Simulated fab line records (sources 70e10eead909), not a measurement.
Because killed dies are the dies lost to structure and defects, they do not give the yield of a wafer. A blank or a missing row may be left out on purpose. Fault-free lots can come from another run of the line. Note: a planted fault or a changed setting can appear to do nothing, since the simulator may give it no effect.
Which tool is to blame? || flow nand harc || 11 lots with 33 wafers sampled at 4 steps, on a route of 1302 steps

## WHAT THE GAUGES SHOWED, per wafer
NHARC_A_CONTACT_INSPECT_44.
{"lot": "L074", "measured": "day 22 07:05", "on": "defect inspect-02", "raw defect count": "56 62 74"}
{"lot": "L076", "measured": "day 22 11:25", "on": "defect inspect-02", "raw defect count": "117 99 106"}
{"lot": "L079", "measured": "day 23 04:59", "on": "defect inspect-01", "raw defect count": "96 101 109"}
{"lot": "L081", "measured": "day 24 11:36", "on": "defect inspect-01", "raw defect count": "146 160 153"}
{"lot": "L082", "measured": "day 25 23:02", "on": "defect inspect-02", "raw defect count": "138 122 112"}
{"lot": "L085", "measured": "day 26 14:49", "on": "defect inspect-01", "raw defect count": "67 79 74"}
{"lot": "L088", "measured": "day 27 03:41", "on": "defect inspect-01", "raw defect count": "98 95 85"}
{"lot": "L091", "measured": "day 28 04:39", "on": "defect inspect-02", "raw defect count": "29 19 28"}
{"lot": "L093", "measured": "day 29 14:54", "on": "defect inspect-01", "raw defect count": "31 30 20"}
{"lot": "L094", "measured": "day 29 19:00", "on": "defect inspect-01", "raw defect count": "71 67 64"}
{"lot": "L095", "measured": "day 31 00:10", "on": "defect inspect-02", "raw defect count": "24 19 20"}

## WHICH TOOL RAN EACH LOT (tool, then ch and the chambers of the sampled wafers, then the start)
{"lot": "L074", "NHARC_A_SLIT_ETCH_15": "rie diel-11 ch 0,2,3, day 21 21:59 or earlier", "NHARC_A_WL_FILL_ALD_19": "ald metal-02 ch 0,1,3, day 21 21:59", "NHARC_A_CONTACT_DEP_28": "acl dep-02 ch 0, day 22 02:40"}
{"lot": "L076", "NHARC_A_SLIT_ETCH_15": "rie diel-11 ch 0,2,3, day 22 00:25 or earlier", "NHARC_A_WL_FILL_ALD_19": "ald metal-02 ch 0,2,3, day 22 00:25", "NHARC_A_CONTACT_DEP_28": "acl dep-01 ch 0, day 22 06:16"}
{"lot": "L079", "NHARC_A_SLIT_ETCH_15": "rie diel-11 ch 1,2,3, day 22 21:28 or earlier", "NHARC_A_WL_FILL_ALD_19": "ald metal-02 ch 0,2, day 22 21:28", "NHARC_A_CONTACT_DEP_28": "acl dep-02 ch 0, day 22 23:53"}
{"lot": "L081", "NHARC_A_SLIT_ETCH_15": "rie diel-02 ch 0,3, day 24 03:05 or earlier", "NHARC_A_WL_FILL_ALD_19": "ald metal-02 ch 0,2,3, day 24 03:05", "NHARC_A_CONTACT_DEP_28": "acl dep-03 ch 0, day 24 07:27"}
{"lot": "L082", "NHARC_A_SLIT_ETCH_15": "rie diel-06 ch 0,1,3, day 25 16:19 or earlier", "NHARC_A_WL_FILL_ALD_19": "ald metal-04 ch 0,3, day 25 16:19", "NHARC_A_CONTACT_DEP_28": "acl dep-03 ch 0, day 25 18:01"}
{"lot": "L085", "NHARC_A_SLIT_ETCH_15": "rie diel-06 ch 0,1,3, day 26 05:37 or earlier", "NHARC_A_WL_FILL_ALD_19": "ald metal-04 ch 0,1,3, day 26 05:37", "NHARC_A_CONTACT_DEP_28": "acl dep-01 ch 0, day 26 09:43"}
{"lot": "L088", "NHARC_A_SLIT_ETCH_15": "rie diel-02 ch 0,1,3, day 26 12:01 or earlier", "NHARC_A_WL_FILL_ALD_19": "ald metal-04 ch 0,1, day 26 12:01", "NHARC_A_CONTACT_DEP_28": "acl dep-03 ch 0, day 26 23:17"}
{"lot": "L091", "NHARC_A_SLIT_ETCH_15": "rie diel-02 ch 1,2,3, day 27 17:15 or earlier", "NHARC_A_WL_FILL_ALD_19": "ald metal-04 ch 0,1,2, day 27 17:15", "NHARC_A_CONTACT_DEP_28": "acl dep-02 ch 0, day 27 23:39"}
{"lot": "L093", "NHARC_A_SLIT_ETCH_15": "rie diel-11 ch 0,1,2, day 29 06:49 or earlier", "NHARC_A_WL_FILL_ALD_19": "ald metal-02 ch 0,1,2, day 29 06:49", "NHARC_A_CONTACT_DEP_28": "acl dep-01 ch 0, day 29 09:49"}
{"lot": "L094", "NHARC_A_SLIT_ETCH_15": "rie diel-06 ch 0,1, day 29 12:23 or earlier", "NHARC_A_WL_FILL_ALD_19": "ald metal-02 ch 0,1, day 29 12:23", "NHARC_A_CONTACT_DEP_28": "acl dep-02 ch 0, day 29 15:18"}
{"lot": "L095", "NHARC_A_SLIT_ETCH_15": "rie diel-06 ch 0,1,3, day 30 16:42 or earlier", "NHARC_A_WL_FILL_ALD_19": "ald metal-02 ch 0,1,2, day 30 16:42", "NHARC_A_CONTACT_DEP_28": "acl dep-03 ch 0, day 30 19:00"}
- NHARC_A_SLIT_ETCH_15: etches the open film in O2/COS, target depth 6200 nm, time 1612 s.
- NHARC_A_WL_FILL_ALD_19: deposits TiN, target thk 2 nm, pulse time 3 s, ald cycles 100.
- NHARC_A_CONTACT_DEP_28: deposits aC, target thk 7000 nm.

## THE ANSWER, worked out from the rows above alone
Rule: the lots themselves supply what counts as usual. The widest of any qualifying gaps counts: lots, ordered by their means at a reading, are off when they make up no more than a third of the lots, leave a main group of 4 or more, and stand apart from it by 3 or more times the standard deviation of that group's means. A main group is skipped when, at the precision printed for the reading in the tables above, its means are all equal. A lot without any number at a reading at which 4 lots or more have one is off too. Any other lot the step has rows for is counted as sound.
Across all readings shown, no lot is off: no conclusion can be drawn from this.

## WHAT THE SIMULATOR PUT IN
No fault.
